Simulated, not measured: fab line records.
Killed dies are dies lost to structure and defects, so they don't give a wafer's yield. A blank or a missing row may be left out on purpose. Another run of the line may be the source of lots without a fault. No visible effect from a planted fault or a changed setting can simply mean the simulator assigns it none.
Which tool was responsible? | flow nand-harc | Sampling: 11 lots, 33 wafers, 4 of 1302 route steps

## WHAT THE GAUGES READ, wafer by wafer
NHARC_A_CHANNEL_HOLE_D2_INSPECT_40.
lot  | measured     | on                | raw-defect-count
L795 | day 13 19:42 | defect-inspect-02 | 218 245 233
L796 | day 14 09:20 | defect-inspect-01 | 342 552 293
L799 | day 15 09:42 | defect-inspect-02 | 262 267 291
L806 | day 18 03:12 | defect-inspect-02 | 1010 1112 1056
L807 | day 18 18:34 | defect-inspect-01 | 1178 1189 1299
L808 | day 19 16:50 | defect-inspect-02 | 327 355 276
L812 | day 21 03:39 | defect-inspect-02 | 259 378 316
L814 | day 21 23:21 | defect-inspect-02 | 197 219 200
L815 | day 22 00:31 | defect-inspect-01 | 244 230 249
L813 | day 22 03:40 | defect-inspect-02 | 401 390 265
L816 | day 22 05:22 | defect-inspect-01 | 329 224 278

## EACH LOT AND THE TOOL THAT RAN IT (in order: tool; ch and the chambers of the sampled wafers; start)
lot  | NHARC_A_CHANNEL_HOLE_D2_ETCH_16    | NHARC_A_CHANNEL_HOLE_D2_ETCH_21  | NHARC_A_CHANNEL_HOLE_D2_ETCH_25
L795 | rie-diel-11 ch 0,1,2, day 13 12:22 | har-etch-02 ch 0,1, day 13 14:24 | har-etch-02 ch 0,1, day 13 16:53
L796 | rie-diel-04 ch 0,1,2, day 14 02:56 | har-etch-01 ch 0,1, day 14 04:06 | har-etch-01 ch 0,1, day 14 06:40
L799 | rie-diel-04 ch 0,1, day 15 03:11   | har-etch-02 ch 0,1, day 15 04:20 | har-etch-02 ch 0,1, day 15 06:53
L806 | rie-diel-04 ch 0,2,3, day 17 20:25 | har-etch-01 ch 0,1, day 17 21:30 | har-etch-01 ch 0,1, day 17 23:59
L807 | rie-diel-04 ch 0,1, day 18 12:16   | har-etch-01 ch 0,1, day 18 13:26 | har-etch-01 ch 0,1, day 18 16:02
L808 | rie-diel-11 ch 0,1,2, day 19 10:16 | har-etch-01 ch 0,1, day 19 11:37 | har-etch-01 ch 0,1, day 19 14:10
L812 | rie-diel-11 ch 1,2,3, day 20 21:19 | har-etch-01 ch 0,1, day 20 22:20 | har-etch-01 ch 0,1, day 21 00:50
L814 | rie-diel-11 ch 0,1,3, day 21 17:03 | har-etch-01 ch 0,1, day 21 18:08 | har-etch-01 ch 0,1, day 21 20:42
L815 | rie-diel-04 ch 0,2,3, day 21 18:07 | har-etch-02 ch 0,1, day 21 19:12 | har-etch-02 ch 0,1, day 21 21:40
L813 | rie-diel-11 ch 0,1,2, day 21 19:07 | har-etch-01 ch 0,1, day 21 22:14 | har-etch-01 ch 0,1, day 22 00:43
L816 | rie-diel-07 ch 0,1,3, day 21 22:55 | har-etch-02 ch 0,1, day 22 00:11 | har-etch-02 ch 0,1, day 22 02:43
- NHARC_A_CHANNEL_HOLE_D2_ETCH_16: etches the open film in O2/COS, target depth 3100 nm, time 806 s.
- NHARC_A_CHANNEL_HOLE_D2_ETCH_21: etches the open film in C4F8/O2/Ar, time 514.3 s, target depth 1600 nm.
- NHARC_A_CHANNEL_HOLE_D2_ETCH_25: etches the open film in C4F8/O2/Ar, time 1040.2 s, target depth 1500 nm.

## THE ANSWER, worked out from the rows above alone
Rule: the usual values come from the lots themselves. Put in order of their means at a reading, lots are off if they are a third of the lots or fewer, leave a main group of 4 or more, and stand apart from it by a gap of 3 or more times the standard deviation of the main group's means; of several such gaps the widest counts. A main group is skipped when, at the precision printed for the reading in the tables above, its means are all equal. A lot without any number at a reading at which 4 lots or more have one is off too. Any other lot the step has rows for is counted as sound.
Off, at NHARC_A_CHANNEL_HOLE_D2_INSPECT_40 on raw-defect-count: L806, L807. For the main group the mean is 290 and the standard deviation 58.
If a tool, at a process step before that reading, ran all the lots that are off and no sound lot after the first of them, it fits. The gauges at NHARC_A_CHANNEL_HOLE_D2_INSPECT_40 are tried like those tools. No candidate that was tried fits.

## WHAT WAS PUT IN BY THE SIMULATOR
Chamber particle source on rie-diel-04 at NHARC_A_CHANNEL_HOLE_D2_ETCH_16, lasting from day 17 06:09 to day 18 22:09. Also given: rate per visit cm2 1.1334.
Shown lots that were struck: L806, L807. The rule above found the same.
